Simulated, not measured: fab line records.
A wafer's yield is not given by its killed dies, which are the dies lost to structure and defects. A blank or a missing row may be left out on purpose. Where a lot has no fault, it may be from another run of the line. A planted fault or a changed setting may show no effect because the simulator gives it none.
Matching of chambers | flow n5Finfet | N5_BEOL_M9_DEP_56 on pecvd-04: 3 sister chambers
The step deposits SiCN from 3MS/NH3, target thk 15 nm, time 26.5 s. 14 wafers are shown with their chamber, then 7 later ones without.

== EACH WAFER AND ITS CHAMBER ==
wafer  | chamber | throttleValvePct (%) | showerheadPlenumPTorr (Torr)
L075.2 | 0       | 8.6                  | 3.672
L075.4 | 2       | 8.5                  | 3.673
L075.5 | 0       | 8.4                  | 3.669
L085.2 | 1       | 9.8                  | 3.658
L085.3 | 0       | 8.9                  | 3.669
L085.6 | 1       | 9.6                  | 3.662
L087.1 | 2       | 8.8                  | 3.677
L087.2 | 0       | 8.8                  | 3.671
L087.3 | 1       | 9.6                  | 3.665
L087.4 | 2       | 8.3                  | 3.682
L087.5 | 1       | 9.6                  | 3.669
L087.6 | 0       | 8.7                  | 3.671
L091.2 | 2       | 8.7                  | 3.676
L091.3 | 0       | 8.8                  | 3.668

SIGNATURES, as means of the wafers listed above
reading               | chamber 0 | chamber 1 | chamber 2 | scatter within a chamber
throttleValvePct      | 8.700     | 9.650     | 8.575     | 0.175
showerheadPlenumPTorr | 3.67000   | 3.66350   | 3.67700   | 0.00329
Rule: a wafer lies at a distance from a chamber equal to the root of the sum of squares, over the readings, of (its reading less the chamber's mean, divided by the reading's scatter). If the next closest chamber is less than 2 further off than the closest, the wafer can't be placed; otherwise it belongs to the closest. The scatter: the root of (the sum of the squares of (reading less its chamber's mean) over the shown wafers, divided by (wafers less chambers)).

== WAFERS WITH NO CHAMBER GIVEN ==
wafer  | throttleValvePct (%) | showerheadPlenumPTorr (Torr)
L091.4 | 9.7                  | 3.660
L092.1 | 8.9                  | 3.666
L092.2 | 8.4                  | 3.670
L092.5 | 8.8                  | 3.672
L096.1 | 8.9                  | 3.682
L096.2 | 8.6                  | 3.679
L096.3 | 9.4                  | 3.660

== CHAMBER TAKEN BY EACH ==
wafer  | from the rows above     | in truth
L091.4 | 1                       | 1
L092.1 | 0                       | 0
L092.2 | can't be placed: 0 or 2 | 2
L092.5 | can't be placed: 0 or 2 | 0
L096.1 | can't be placed: 2 or 0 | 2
L096.2 | 2                       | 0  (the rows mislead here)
L096.3 | 1                       | 1
Correctly placed: 3 of 7. Not placeable from these rows: 3 (in 3, the candidates include the true chamber). Placed wrongly: 1.
